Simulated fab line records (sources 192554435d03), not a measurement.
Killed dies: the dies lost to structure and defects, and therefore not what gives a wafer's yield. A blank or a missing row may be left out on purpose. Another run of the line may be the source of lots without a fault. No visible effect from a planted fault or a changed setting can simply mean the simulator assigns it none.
Split-lot experiment | flow n5-finfet | on a route of 1938 steps: 7 lots, 21 wafers read

## SPLIT DETAILS
At N5_BEOL_M10_ILD_DEP_00 (deposits SiCOH lowk from DEMS/porogen, target thk 308.51 nm, time 58 s), the setting time-s was moved away from the recipe's 58 s on 7 of the 21 wafers read, by -12.7% to +14.2%. This setting was run at the recipe's value on the other wafers.

## SPLIT TO READING: what lies between them in the file, 1 step
- N5_BEOL_M10_CURE_71: cures SiCOH lowk, time 240 s

## THE READING
At N5_BEOL_M10_THK_MEAS_01: M10_ILD_THK, given in nm. On this fab line, fault-free wafers typically give 268 nm with a standard deviation of 3.3 nm.

wafer  | tool, chamber at the split | time-s as run, s | against the recipe | M10_ILD_THK, nm | against lot-mates on the recipe
L075.1 | pecvd-03, 0                | 58               | recipe             | 265             | -
L075.2 | pecvd-03, 1                | 65.2             | +12.4%             | 300             | +35
L075.4 | pecvd-03, 1                | 65.2             | +12.4%             | 307             | +42
L080.3 | pecvd-04, 1                | 58               | recipe             | 268             | -
L080.5 | pecvd-04, 2                | 50.66            | -12.7%             | 235             | -33
L080.6 | pecvd-04, 0                | 50.66            | -12.7%             | 239             | -29
L082.1 | pecvd-02, 1                | 58               | recipe             | 265             | -
L082.3 | pecvd-02, 2                | 60.94            | +5.1%              | 275             | +10
L082.4 | pecvd-02, 1                | 60.94            | +5.1%              | 284             | +19
L084.2 | pecvd-04, 0                | 58               | recipe             | 269             | -
L084.3 | pecvd-04, 2                | 66.22            | +14.2%             | 302             | +32
L084.4 | pecvd-04, 0                | 58               | recipe             | 270             | -
L091.1 | pecvd-03, 1                | 58               | recipe             | 271             | -
L091.3 | pecvd-03, 0                | 58               | recipe             | 266             | -
L091.6 | pecvd-03, 0                | 58               | recipe             | 272             | -
L092.1 | pecvd-03, 0                | 58               | recipe             | 263             | -
L092.5 | pecvd-03, 1                | 58               | recipe             | 267             | -
L092.6 | pecvd-03, 0                | 58               | recipe             | 268             | -
L095.3 | pecvd-03, 2                | 58               | recipe             | 273             | -
L095.4 | pecvd-03, 0                | 58               | recipe             | 269             | -
L095.6 | pecvd-03, 0                | 58               | recipe             | 269             | -

FIT RESULTS
A straight line over all 21 wafers: M10_ILD_THK changes by +2.56 nm for each +1% of time-s; r = +0.98; the points scatter about the line by 3.4 nm.
The same after taking each lot's own level away (the mean of its wafers on the recipe; 21 wafers): +2.65 nm for each +1%; r = +0.98; scatter 3.4 nm.
That fit puts the effect of the largest move of time-s on the reading at 38 nm.
The lots' own levels span 265.0 to 270.3 nm, that is 1.6 times the standard deviation above.
The two slopes are in agreement: the lot-to-lot level therefore moves the slope only a little.
Check: +40 nm against its lot-mates is what the line predicts for one of the wafers moved furthest among these (+14.2%) when that wafer is left out of the fit. Against them it came out at +32.5 nm.

## THE WHOLE CHAIN: every reading that the file lists as answering this split, in the file's order
step                    | what it does                                                           | reading                                                                                   | change (the file's fit)              | r (the file's)
N5_BEOL_M10_ILD_DEP_00  | deposits SiCOH lowk from DEMS/porogen, target thk 308.51 nm, time 58 s | SiCOH_lowk_of_BEOL_M10_ILD_DEP_00.thk-nm (the simulator's own value, which no gauge read) | +2.94 nm for each +1% of the setting | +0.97
N5_BEOL_M10_CURE_71     | cures SiCOH lowk, time 240 s                                           | SiCOH_lowk_of_BEOL_M10_ILD_DEP_00.thk-nm (the simulator's own value, which no gauge read) | +2.6 nm for each +1% of the setting  | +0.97
N5_BEOL_M10_THK_MEAS_01 |                                                                        | M10_ILD_THK                                                                               | +2.59 for each +1% of the setting    | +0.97

## FILE'S OWN FIT
M10_ILD_THK changes by +2.59 nm for each +1% of time-s, r = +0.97.
